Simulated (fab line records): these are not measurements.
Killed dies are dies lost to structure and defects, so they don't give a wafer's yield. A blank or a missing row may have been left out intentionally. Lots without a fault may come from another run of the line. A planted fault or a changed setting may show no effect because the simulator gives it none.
Chamber matching    flow nandHarc    NHARC_P_CONTACT_CMP_24 on cmp-03: 4 sister chambers
The step polishes, t overpolish 30 s, target thk 200 nm. 18 wafers are shown with their chamber, then 9 later ones without.

WAFERS, EACH WITH ITS CHAMBER
wafer   chamber  motorCurrentA (A)  timeToEndpointS (s)  overpolishRunS (s)
L076.1  0        13.0               40                   29.997
L076.4  1        13.4               35                   29.995
L076.6  3        10.5               38                   30.002
L080.1  0        12.5               35                   29.982
L080.2  1        13.6               32                   30.015
L080.3  2        10.7               40                   30.007
L082.3  2        10.7               45                   29.987
L082.4  3        10.1               37                   30.003
L082.5  0        12.7               39                   29.988
L086.1  0        14.0               37                   29.997
L086.2  1        12.5               32                   30.009
L086.6  3        10.4               30                   29.979
L090.2  1        13.7               37                   29.997
L090.3  0        13.6               36                   29.993
L090.6  2        10.3               40                   30.016
L092.3  2        10.5               42                   30.012
L092.5  3        10.3               38                   29.992
L092.6  0        13.3               39                   29.987

SIGNATURES (means of the wafers above)
reading          chamber 0  chamber 1  chamber 2  chamber 3  scatter within a chamber
motorCurrentA    13.183     13.300     10.550     10.325     0.438
timeToEndpointS  37.67      34.00      41.75      35.75      2.66
overpolishRunS   29.99067   30.00400   30.00550   29.99400   0.00974
Rule: for each reading, subtract the chamber's mean from the wafer's reading, divide by that reading's scatter and square the result; add these up over the readings and take the root, which gives the wafer's distance from the chamber. The wafer belongs to the nearest chamber; if the next one is less than 2 further off, it can't be placed. The scatter: the root of (the sum of the squares of (reading less its chamber's mean) over the shown wafers, divided by (wafers less chambers)).

WAFERS WHOSE CHAMBER IS MISSING
wafer   motorCurrentA (A)  timeToEndpointS (s)  overpolishRunS (s)
L091.2  13.8               40                   29.984
L091.3  10.7               42                   30.000
L091.5  11.1               40                   29.999
L094.2  12.9               35                   29.989
L094.3  13.3               39                   30.004
L094.5  13.1               35                   29.984
L097.1  13.0               32                   30.002
L097.5  13.3               36                   30.003
L097.6  13.5               32                   29.984

WHICH CHAMBER EACH ONE RAN IN
wafer   from the rows above      in truth
L091.2  can't be placed: 0 or 1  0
L091.3  can't be placed: 2 or 3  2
L091.5  can't be placed: 2 or 3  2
L094.2  can't be placed: 0 or 1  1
L094.3  can't be placed: 0 or 1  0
L094.5  can't be placed: 0 or 1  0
L097.1  can't be placed: 1 or 0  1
L097.5  can't be placed: 1 or 0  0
L097.6  can't be placed: 1 or 0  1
Placed correctly: 0 of 9. These rows do not allow placing 9 (true chamber among the candidates in 9). Placed wrongly: 0.
